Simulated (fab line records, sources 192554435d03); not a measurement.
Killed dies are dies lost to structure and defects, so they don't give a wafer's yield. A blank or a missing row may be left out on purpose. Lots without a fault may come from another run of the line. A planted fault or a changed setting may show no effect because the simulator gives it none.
Which tool did it? | flow n5_finfet | 11 lots, 33 wafers sampled, at 5 steps of a route of 1938

WHAT THE GAUGES READ, wafer by wafer
The record holds no reading of a measuring or inspecting step that can be judged against a usual standard deviation.

WHICH TOOL RAN EACH LOT (tool, then ch and the chambers of the sampled wafers, then the start)
lot  | N5_BEOL_M12_SPUTTER_43       | N5_MIM_TOP_DEGAS_04          | N5_MIM_BOT_LITHO_DESCUM_10         | N5_PASSIVATION_ETCH_15                        | N5_PASSIVATION_PROBE_49
L873 | pvd_sputter-02, day 11 08:21 | pvd_sputter-03, day 12 08:27 | rie_diel-01 ch 1,2,3, day 12 09:45 | rie_diel-05 ch 0,1,2, no start                | -
L874 | pvd_sputter-03, day 11 13:57 | pvd_sputter-02, day 12 10:17 | rie_diel-01 ch 2,3, day 12 11:40   | rie_diel-03 ch 1,2, no start                  | -
L876 | pvd_sputter-02, day 11 22:16 | pvd_sputter-03, day 12 19:16 | rie_diel-01 ch 0,2,3, day 12 20:46 | rie_diel-03 ch 0,2,3, no start                | -
L882 | pvd_sputter-02, day 12 14:40 | pvd_sputter-02, day 13 13:05 | rie_diel-01 ch 0,1,2, day 13 14:29 | rie_diel-03 ch 1,2,3, no start                | -
L878 | pvd_sputter-02, day 12 15:32 | pvd_sputter-01, day 13 13:13 | rie_diel-01 ch 0,2,3, day 13 14:44 | rie_diel-05 ch 0,1,3, no start                | -
L879 | pvd_sputter-02, day 12 18:49 | pvd_sputter-03, day 13 13:32 | rie_diel-01 ch 0,2,3, day 13 15:07 | rie_diel-03 ch 0,1,2, day 14 01:56 or earlier | prober-01, day 14 01:56
L881 | pvd_sputter-02, day 13 09:48 | pvd_sputter-02, day 14 06:51 | rie_diel-02 ch 0,2,3, day 14 08:14 | rie_diel-05 ch 0,1,3, day 14 19:13 or earlier | prober-01, day 14 19:13
L888 | pvd_sputter-03, day 14 19:07 | pvd_sputter-03, day 15 15:29 | rie_diel-01 ch 1,2,3, day 15 17:30 | rie_diel-05 ch 0,2,3, no start                | -
L890 | pvd_sputter-03, day 15 02:40 | pvd_sputter-03, day 16 01:19 | rie_diel-06 ch 0,1,2, day 16 02:59 | rie_diel-03 ch 0,3, no start                  | -
L893 | pvd_sputter-03, day 15 11:56 | pvd_sputter-03, day 16 08:42 | rie_diel-02 ch 0,1,2, day 16 09:58 | rie_diel-05 ch 0,1,2, no start                | -
L895 | pvd_sputter-02, day 16 12:13 | pvd_sputter-01, day 17 15:13 | rie_diel-01 ch 0,3, day 17 16:46   | rie_diel-05 ch 0,1, no start                  | -
- N5_BEOL_M12_SPUTTER_43: material TaN, target thk 15 nm, time 24.19 s.
- N5_MIM_TOP_DEGAS_04: time 60 s.
- N5_MIM_BOT_LITHO_DESCUM_10: chemistry O2, time 7.9 s.
- N5_PASSIVATION_ETCH_15: etches SiCN in CF4/N2, target depth 75 nm, time 81.2 s.
- N5_PASSIVATION_PROBE_49

WHAT THE TOOLS THEMSELVES READ (means of the sampled wafers that have a number; where no wafer has one, the mark that the record gives instead)
N5_BEOL_M12_SPUTTER_43.
lot  | tool           | throttle_valve_pct (%)
L873 | pvd_sputter-02 | 30.6
L874 | pvd_sputter-03 | 30.5
L876 | pvd_sputter-02 | 30.3
L882 | pvd_sputter-02 | 30.6
L878 | pvd_sputter-02 | 29.7
L879 | pvd_sputter-02 | 30.0
L881 | pvd_sputter-02 | 29.9
L888 | pvd_sputter-03 | 30.5
L890 | pvd_sputter-03 | 30.7
L893 | pvd_sputter-03 | 30.2
L895 | pvd_sputter-02 | 29.6

N5_MIM_TOP_DEGAS_04.
lot  | tool           | heater_power_w (W)
L873 | pvd_sputter-03 | 404
L874 | pvd_sputter-02 | 447
L876 | pvd_sputter-03 | 396
L882 | pvd_sputter-02 | 441
L878 | pvd_sputter-01 | 361
L879 | pvd_sputter-03 | 410
L881 | pvd_sputter-02 | 438
L888 | pvd_sputter-03 | 422
L890 | pvd_sputter-03 | 406
L893 | pvd_sputter-03 | 405
L895 | pvd_sputter-01 | 360

N5_MIM_BOT_LITHO_DESCUM_10.
lot  | tool        | drypump_motor_current_A (A) | oes_product_au (a.u.) | rf_vpp_V (V) | showerhead_plenum_p_Torr (Torr) | throttle_valve_pct (%)
L873 | rie_diel-01 | 5.6                         | 0.84                  | 244.6        | 2.17                            | 20.36
L874 | rie_diel-01 | 5.8                         | 0.82                  | 244.2        | 2.17                            | 20.44
L876 | rie_diel-01 | 5.6                         | 0.80                  | 243.6        | 2.10                            | 20.51
L882 | rie_diel-01 | 5.4                         | 0.81                  | 243.0        | 2.10                            | 20.43
L878 | rie_diel-01 | 5.6                         | 0.78                  | 243.0        | 2.09                            | 20.52
L879 | rie_diel-01 | 5.6                         | 0.78                  | 243.0        | 2.09                            | 20.52
L881 | rie_diel-02 | 5.8                         | 0.78                  | 243.8        | 2.13                            | 20.27
L888 | rie_diel-01 | 5.6                         | 0.80                  | 244.2        | 2.16                            | 20.41
L890 | rie_diel-06 | 5.4                         | 0.77                  | 243.2        | 2.06                            | 20.49
L893 | rie_diel-02 | 6.0                         | 0.82                  | 244.3        | 2.17                            | 20.25
L895 | rie_diel-01 | 6.0                         | 0.78                  | 243.1        | 2.09                            | 20.47

N5_PASSIVATION_ETCH_15.
lot  | tool        | drypump_motor_current_A (A) | n2_flow_sccm (sccm) | oes_product_au (a.u.) | rf_vpp_V (V) | showerhead_plenum_p_Torr (Torr) | throttle_valve_pct (%)
L873 | rie_diel-05 | 5.7                         | 60.13               | 0.83                  | 383.4        | 2.26                            | 15.41
L874 | rie_diel-03 | 6.1                         | 59.98               | 0.74                  | 380.3        | 2.14                            | 15.45
L876 | rie_diel-03 | 5.9                         | 60.00               | 0.81                  | 383.8        | 2.26                            | 15.52
L882 | rie_diel-03 | 6.1                         | 59.90               | 0.79                  | 382.6        | 2.22                            | 15.47
L878 | rie_diel-05 | 5.6                         | 60.08               | 0.85                  | 382.9        | 2.21                            | 15.31
L879 | rie_diel-03 | 5.9                         | 59.86               | 0.74                  | 381.1        | 2.17                            | 15.52
L881 | rie_diel-05 | 5.6                         | 60.06               | 0.84                  | 382.2        | 2.21                            | 15.34
L888 | rie_diel-05 | 5.7                         | 60.06               | 0.83                  | 381.9        | 2.20                            | 15.39
L890 | rie_diel-03 | 5.6                         | 60.00               | 0.75                  | 382.9        | 2.24                            | 15.70
L893 | rie_diel-05 | 5.7                         | 59.84               | 0.79                  | 383.1        | 2.24                            | 15.49
L895 | rie_diel-05 | 5.6                         | 59.87               | 0.79                  | 383.2        | 2.24                            | 15.49

N5_PASSIVATION_PROBE_49.
lot  | tool      | defect_limited_yield (%) | killed_at_M0_to_M3 | killed_at_M4_up | killed_at_contacts | killed_at_front_end | killed_at_other | killed_dies | killed_on_rim | killed_open | killed_short | sort_bin_5_function (%) | sort_bin_6_memory (%) | sort_n_pass | sort_yield_pct (%)
L879 | prober-01 | 88.4                     | 35                 | 55              | 6                  | 38                  | 2.3             | 137         | 18            | 66          | 31           | 7.2                     | 3.2                   | 1043        | 88.4
L881 | prober-01 | 88.3                     | 45                 | 54              | 8                  | 27                  | 2.7             | 137         | 21            | 57          | 38           | 6.8                     | 3.3                   | 1043        | 88.3

THE ANSWER, worked out from the rows above alone
Rule: what is usual is taken from the lots themselves. Put in order of their means at a reading, lots are off if they are a third of the lots or fewer, leave a main group of 4 or more, and stand apart from it by a gap of 3 or more times the standard deviation of the main group's means; of several such gaps the widest counts. A main group whose means are all the same, to the digits that the tables above print for the reading, isn't used. A lot without any number at a reading at which 4 lots or more have one is off too. The other lots that the step has rows for count as sound. The gauges are gone through in route order, then the tools' own readings, and for those a lot's mean is taken as printed above. The first step at which some lot is off is used, and at that step the reading that is off furthest; a lot without a number counts as furthest.
No lot is off at any reading shown: from this, nothing can be told.

WHAT THE SIMULATOR HAD PUT IN
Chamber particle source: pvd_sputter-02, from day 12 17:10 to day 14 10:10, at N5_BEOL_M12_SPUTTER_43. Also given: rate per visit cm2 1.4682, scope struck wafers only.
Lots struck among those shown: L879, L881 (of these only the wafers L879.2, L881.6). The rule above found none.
